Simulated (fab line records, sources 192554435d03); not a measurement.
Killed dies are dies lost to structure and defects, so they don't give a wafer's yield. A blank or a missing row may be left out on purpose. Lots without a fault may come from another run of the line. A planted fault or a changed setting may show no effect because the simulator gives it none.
Split-lot experiment | flow n5_finfet | 7 lots, 21 wafers read, on a route of 1938 steps

THE SPLIT
At N5_BEOL_M1_COAT_05 (resist thk 30 nm), the setting spin_rpm was moved away from the recipe's 1500 rpm on 9 of the 21 wafers read, by -10.3% to +10.4%. The other wafers ran this setting at the recipe's value.

FROM THE SPLIT TO THE READING: what the file shows between them, 5 steps
- N5_BEOL_M1_EBR_07
- N5_BEOL_M1_SOFTBAKE_06: time 60 s
- N5_BEOL_M1_EXPOSE_08: exposes mask M1
- N5_BEOL_M1_PEB_09: peb time 60 s
- N5_BEOL_M1_DEVELOP_10: develop time 30 s

THE READING
CAR-EUV_of_BEOL_M1_COAT_05.thk_nm (the simulator's own value, which no gauge read), in nm, at N5_BEOL_M1_DESCUM_16 (chemistry O2, time 7 s). The file gives no usual value for it. The 12 wafers here that ran the recipe average 26.1 nm, standard deviation 0.1 nm.

wafer  | tool, chamber at the split | spin_rpm as run, rpm | against the recipe | CAR-EUV_of_BEOL_M1_COAT_05.thk_nm, nm | against lot-mates on the recipe
L076.3 | litho_track-01, 0          | 1346                 | -10.3%             | 27.6                                  | +1.6
L076.5 | litho_track-01, 0          | 1346                 | -10.3%             | 27.6                                  | +1.6
L076.4 | litho_track-01, 0          | 1500                 | recipe             | 26                                    | -
L077.1 | litho_track-04, 0          | 1500                 | recipe             | 26                                    | -
L077.3 | litho_track-04, 0          | 1500                 | recipe             | 26                                    | -
L077.4 | litho_track-04, 0          | 1500                 | recipe             | 26                                    | -
L078.1 | litho_track-03, 0          | 1500                 | recipe             | 26                                    | -
L078.4 | litho_track-03, 0          | 1656                 | +10.4%             | 24.6                                  | -1.4
L078.6 | litho_track-03, 0          | 1656                 | +10.4%             | 24.6                                  | -1.4
L079.1 | litho_track-01, 0          | 1500                 | recipe             | 26.2                                  | -
L079.2 | litho_track-01, 0          | 1500                 | recipe             | 26.2                                  | -
L079.3 | litho_track-01, 0          | 1500                 | recipe             | 26.2                                  | -
L083.3 | litho_track-04, 0          | 1593                 | +6.2%              | 25.2                                  | -1.0
L083.5 | litho_track-04, 0          | 1593                 | +6.2%              | 25.4                                  | -0.8
L083.6 | litho_track-04, 0          | 1500                 | recipe             | 26.2                                  | -
L085.1 | litho_track-01, 0          | 1500                 | recipe             | 26.2                                  | -
L085.3 | litho_track-01, 0          | 1500                 | recipe             | 26                                    | -
L085.4 | litho_track-01, 0          | 1574                 | +4.9%              | 25.4                                  | -0.7
L092.2 | litho_track-03, 0          | 1421                 | -5.3%              | 27                                    | +0.8
L092.4 | litho_track-03, 0          | 1421                 | -5.3%              | 27                                    | +0.8
L092.5 | litho_track-03, 0          | 1500                 | recipe             | 26.2                                  | -

THE FIT
A straight line over all 21 wafers: CAR-EUV_of_BEOL_M1_COAT_05.thk_nm changes by -0.146 nm for each +1% of spin_rpm; r = -0.99; the points scatter about the line by 0.098 nm.
The same after taking each lot's own level away (the mean of its wafers on the recipe; 21 wafers): -0.146 nm for each +1%; r = -1.00; scatter 0.064 nm.
On that fit, the largest move of spin_rpm shifts the reading by 1.5 nm.
The lots' own levels span 26.00 to 26.20 nm, that is 2.0 times the standard deviation above.
So the lot-to-lot level changes the slope little: the two slopes agree.
Check: with one of the wafers moved furthest among these (+10.4%) left out of the fit, the line predicts -1.52 nm for it against its lot-mates. It came out at -1.4 nm against them.

OTHER SPLITS ON THESE WAFERS
These wafers also went through other splits before the reading. Each is held against what the fit with the lots' levels taken away leaves over:
other split on the same wafers            | wafers away from the commonest value | r with CAR-EUV_of_BEOL_M1_COAT_05.thk_nm (lot level and that fit taken away)
N5_MOL_CONTACT_COAG_ETCH_105 bias_w       | 9                                    | -0.18
N5_MOL_CONTACT_COAG_ETCH_106 source_w     | 5                                    | +0.20
N5_BEOL_M0_SAQP_SPACER1_ALD_98 ald_cycles | 5                                    | -0.23
N5_BEOL_M1_HM_DEP_02 target_thk_a         | 7                                    | +0.01

THE WHOLE CHAIN: every reading that the file lists as answering this split, in the file's order
step                  | what it does           | reading                                                                            | change (the file's fit)               | r (the file's)
N5_BEOL_M1_COAT_05    | resist thk 30 nm       | CAR-EUV_of_BEOL_M1_COAT_05.thk_nm (the simulator's own value, which no gauge read) | -0.155 nm for each +1% of the setting | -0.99
N5_BEOL_M1_DEVELOP_10 | develop time 30 s      | CAR-EUV_of_BEOL_M1_COAT_05.thk_nm (the simulator's own value, which no gauge read) | -0.159 nm for each +1% of the setting | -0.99
N5_BEOL_M1_DESCUM_16  | chemistry O2, time 7 s | CAR-EUV_of_BEOL_M1_COAT_05.thk_nm (the simulator's own value, which no gauge read) | -0.145 nm for each +1% of the setting | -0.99

THE FILE'S OWN FIT
CAR-EUV_of_BEOL_M1_COAT_05.thk_nm changes by -0.145 nm for each +1% of spin_rpm, r = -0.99.
